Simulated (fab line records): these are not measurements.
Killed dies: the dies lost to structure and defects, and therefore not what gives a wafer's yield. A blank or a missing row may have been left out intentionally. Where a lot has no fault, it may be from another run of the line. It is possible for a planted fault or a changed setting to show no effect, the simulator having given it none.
Lot-split experiment :: flow n5_finfet :: 39 wafers read across 7 lots, on a route 1938 steps long

== ON THE SPLIT ==
At N5_BEOL_M11_ILD_DEP_00 (deposits SiCOH lowk from DEMS/porogen, target thk 308.51 nm, time 58 s), the setting target_thk_a was moved away from the recipe's 3085.1 angstrom on 18 of the 39 wafers read, by -57.1% to +58.5%. All remaining wafers had this setting at the recipe value.

== FROM THE SPLIT ON TO THE READING: in between, the file shows 1 step ==
- N5_BEOL_M11_CURE_71: cures SiCOH lowk, time 240 s

== THE READING ==
M11_ILD_THK, in nm, at N5_BEOL_M11_THK_MEAS_01. Fault-free wafers of this fab line usually give 268 nm, standard deviation 3.3 nm.

wafer: L079.1
tool, chamber at the split: pecvd-04, 0
target_thk_a as run, angstrom: 1554
against the recipe: -49.6%
M11_ILD_THK, nm: 132
against lot-mates on the recipe: -137

wafer: L079.2
tool, chamber at the split: pecvd-04, 2
target_thk_a as run, angstrom: 3085.1
against the recipe: recipe
M11_ILD_THK, nm: 264
against lot-mates on the recipe: -

wafer: L079.3
tool, chamber at the split: pecvd-04, 0
target_thk_a as run, angstrom: 1554
against the recipe: -49.6%
M11_ILD_THK, nm: 133
against lot-mates on the recipe: -136

wafer: L079.4
tool, chamber at the split: pecvd-04, 2
target_thk_a as run, angstrom: 1554
against the recipe: -49.6%
M11_ILD_THK, nm: 134
against lot-mates on the recipe: -135

wafer: L079.5
tool, chamber at the split: pecvd-04, 0
target_thk_a as run, angstrom: 3085.1
against the recipe: recipe
M11_ILD_THK, nm: 273
against lot-mates on the recipe: -

wafer: L079.6
tool, chamber at the split: pecvd-04, 2
target_thk_a as run, angstrom: 3085.1
against the recipe: recipe
M11_ILD_THK, nm: 270
against lot-mates on the recipe: -

wafer: L085.1
tool, chamber at the split: pecvd-03, 2
target_thk_a as run, angstrom: 3085.1
against the recipe: recipe
M11_ILD_THK, nm: 267
against lot-mates on the recipe: -

wafer: L085.2
tool, chamber at the split: pecvd-03, 1
target_thk_a as run, angstrom: 3085.1
against the recipe: recipe
M11_ILD_THK, nm: 267
against lot-mates on the recipe: -

wafer: L085.3
tool, chamber at the split: pecvd-03, 2
target_thk_a as run, angstrom: 2223
against the recipe: -27.9%
M11_ILD_THK, nm: 196
against lot-mates on the recipe: -73

wafer: L085.4
tool, chamber at the split: pecvd-03, 1
target_thk_a as run, angstrom: 3085.1
against the recipe: recipe
M11_ILD_THK, nm: 273
against lot-mates on the recipe: -

wafer: L085.5
tool, chamber at the split: pecvd-03, 2
target_thk_a as run, angstrom: 2223
against the recipe: -27.9%
M11_ILD_THK, nm: 195
against lot-mates on the recipe: -74

wafer: L085.6
tool, chamber at the split: pecvd-03, 1
target_thk_a as run, angstrom: 2223
against the recipe: -27.9%
M11_ILD_THK, nm: 197
against lot-mates on the recipe: -72

wafer: L088.1
tool, chamber at the split: pecvd-01, 1
target_thk_a as run, angstrom: 3085.1
against the recipe: recipe
M11_ILD_THK, nm: 267
against lot-mates on the recipe: -

wafer: L088.2
tool, chamber at the split: pecvd-01, 0
target_thk_a as run, angstrom: 3085.1
against the recipe: recipe
M11_ILD_THK, nm: 270
against lot-mates on the recipe: -

wafer: L088.3
tool, chamber at the split: pecvd-01, 2
target_thk_a as run, angstrom: 4891
against the recipe: +58.5%
M11_ILD_THK, nm: 428
against lot-mates on the recipe: +160

wafer: L088.4
tool, chamber at the split: pecvd-01, 1
target_thk_a as run, angstrom: 3085.1
against the recipe: recipe
M11_ILD_THK, nm: 266
against lot-mates on the recipe: -

wafer: L088.5
tool, chamber at the split: pecvd-01, 2,0
target_thk_a as run, angstrom: 4891
against the recipe: +58.5%
M11_ILD_THK, nm: 433
against lot-mates on the recipe: +165

wafer: L088.6
tool, chamber at the split: pecvd-01, 2,0
target_thk_a as run, angstrom: 4891
against the recipe: +58.5%
M11_ILD_THK, nm: 433
against lot-mates on the recipe: +165

wafer: L089.1
tool, chamber at the split: pecvd-04, 1,2
target_thk_a as run, angstrom: 3085.1
against the recipe: recipe
M11_ILD_THK, nm: 265
against lot-mates on the recipe: -

wafer: L089.2
tool, chamber at the split: pecvd-04, 1,2
target_thk_a as run, angstrom: 3085.1
against the recipe: recipe
M11_ILD_THK, nm: 265
against lot-mates on the recipe: -

wafer: L089.3
tool, chamber at the split: pecvd-04, 0
target_thk_a as run, angstrom: 4105
against the recipe: +33.1%
M11_ILD_THK, nm: 355
against lot-mates on the recipe: +89

wafer: L089.4
tool, chamber at the split: pecvd-04, 2
target_thk_a as run, angstrom: 3085.1
against the recipe: recipe
M11_ILD_THK, nm: 268
against lot-mates on the recipe: -

wafer: L089.5
tool, chamber at the split: pecvd-04, 1
target_thk_a as run, angstrom: 4105
against the recipe: +33.1%
M11_ILD_THK, nm: 361
against lot-mates on the recipe: +95

wafer: L089.6
tool, chamber at the split: pecvd-04, 0
target_thk_a as run, angstrom: 4105
against the recipe: +33.1%
M11_ILD_THK, nm: 358
against lot-mates on the recipe: +92

wafer: L094.1
tool, chamber at the split: pecvd-03, 1
target_thk_a as run, angstrom: 4092
against the recipe: +32.6%
M11_ILD_THK, nm: 356
against lot-mates on the recipe: +84

wafer: L094.2
tool, chamber at the split: pecvd-03, 2
target_thk_a as run, angstrom: 4092
against the recipe: +32.6%
M11_ILD_THK, nm: 353
against lot-mates on the recipe: +81

wafer: L094.3
tool, chamber at the split: pecvd-03, 0
target_thk_a as run, angstrom: 3085.1
against the recipe: recipe
M11_ILD_THK, nm: 270
against lot-mates on the recipe: -

wafer: L094.4
tool, chamber at the split: pecvd-03, 2
target_thk_a as run, angstrom: 3085.1
against the recipe: recipe
M11_ILD_THK, nm: 273
against lot-mates on the recipe: -

wafer: L094.5
tool, chamber at the split: pecvd-03, 1
target_thk_a as run, angstrom: 3085.1
against the recipe: recipe
M11_ILD_THK, nm: 272
against lot-mates on the recipe: -

wafer: L094.6
tool, chamber at the split: pecvd-03, 0
target_thk_a as run, angstrom: 4092
against the recipe: +32.6%
M11_ILD_THK, nm: 364
against lot-mates on the recipe: +92

wafer: L097.1
tool, chamber at the split: pecvd-04, 1
target_thk_a as run, angstrom: 1323
against the recipe: -57.1%
M11_ILD_THK, nm: 115
against lot-mates on the recipe: -154

wafer: L097.2
tool, chamber at the split: pecvd-04, 2
target_thk_a as run, angstrom: 1323
against the recipe: -57.1%
M11_ILD_THK, nm: 113
against lot-mates on the recipe: -156

wafer: L097.3
tool, chamber at the split: pecvd-04, 0
target_thk_a as run, angstrom: 3085.1
against the recipe: recipe
M11_ILD_THK, nm: 266
against lot-mates on the recipe: -

wafer: L097.4
tool, chamber at the split: pecvd-04, 0
target_thk_a as run, angstrom: 1323
against the recipe: -57.1%
M11_ILD_THK, nm: 112
against lot-mates on the recipe: -157

wafer: L097.5
tool, chamber at the split: pecvd-04, 2
target_thk_a as run, angstrom: 3085.1
against the recipe: recipe
M11_ILD_THK, nm: 268
against lot-mates on the recipe: -

wafer: L097.6
tool, chamber at the split: pecvd-04, 1
target_thk_a as run, angstrom: 3085.1
against the recipe: recipe
M11_ILD_THK, nm: 273
against lot-mates on the recipe: -

wafer: L096.4
tool, chamber at the split: pecvd-03, 1
target_thk_a as run, angstrom: 3085.1
against the recipe: recipe
M11_ILD_THK, nm: 271
against lot-mates on the recipe: -

wafer: L096.5
tool, chamber at the split: pecvd-03, 2
target_thk_a as run, angstrom: 3085.1
against the recipe: recipe
M11_ILD_THK, nm: 269
against lot-mates on the recipe: -

wafer: L096.6
tool, chamber at the split: pecvd-03, 0
target_thk_a as run, angstrom: 3085.1
against the recipe: recipe
M11_ILD_THK, nm: 270
against lot-mates on the recipe: -
Rows listing several chambers each stand for several wafers; the file does not say which wafer went through which chamber.

FIT RESULTS
A straight line over all 39 wafers: M11_ILD_THK changes by +2.73 nm for each +1% of target_thk_a; r = +1.00; the points scatter about the line by 3 nm.
The same after taking each lot's own level away (the mean of its wafers on the recipe; 39 wafers): +2.74 nm for each +1%; r = +1.00; scatter 3 nm.
Per that fit: largest target_thk_a move, reading shift of 1.6e+02 nm.
Across the lots, their own levels run from 266.0 to 271.7 nm, a range of 1.7 times the standard deviation given above.
So the lot-to-lot level changes the slope little: the two slopes agree.
Check: +161 nm against its lot-mates is what the line predicts for one of the wafers moved furthest among these (+58.5%) when that wafer is left out of the fit. Against them it came out at +160 nm.

== THE WHOLE CHAIN: every reading that the file lists as answering this split, in the file's order ==
step: N5_BEOL_M11_ILD_DEP_00
what it does: deposits SiCOH lowk from DEMS/porogen, target thk 308.51 nm, time 58 s
reading: SiCOH_lowk_of_BEOL_M11_ILD_DEP_00.thk_nm (the simulator's own value, which no gauge read)
change (the file's fit): +3.1 nm for each +1% of the setting
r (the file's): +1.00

step: N5_BEOL_M11_CURE_71
what it does: cures SiCOH lowk, time 240 s
reading: SiCOH_lowk_of_BEOL_M11_ILD_DEP_00.thk_nm (the simulator's own value, which no gauge read)
change (the file's fit): +2.74 nm for each +1% of the setting
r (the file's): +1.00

step: N5_BEOL_M11_THK_MEAS_01
what it does: 
reading: M11_ILD_THK
change (the file's fit): +2.74 for each +1% of the setting
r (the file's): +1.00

== THE FILE'S OWN FIT ==
M11_ILD_THK changes by +2.74 nm for each +1% of target_thk_a, r = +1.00.
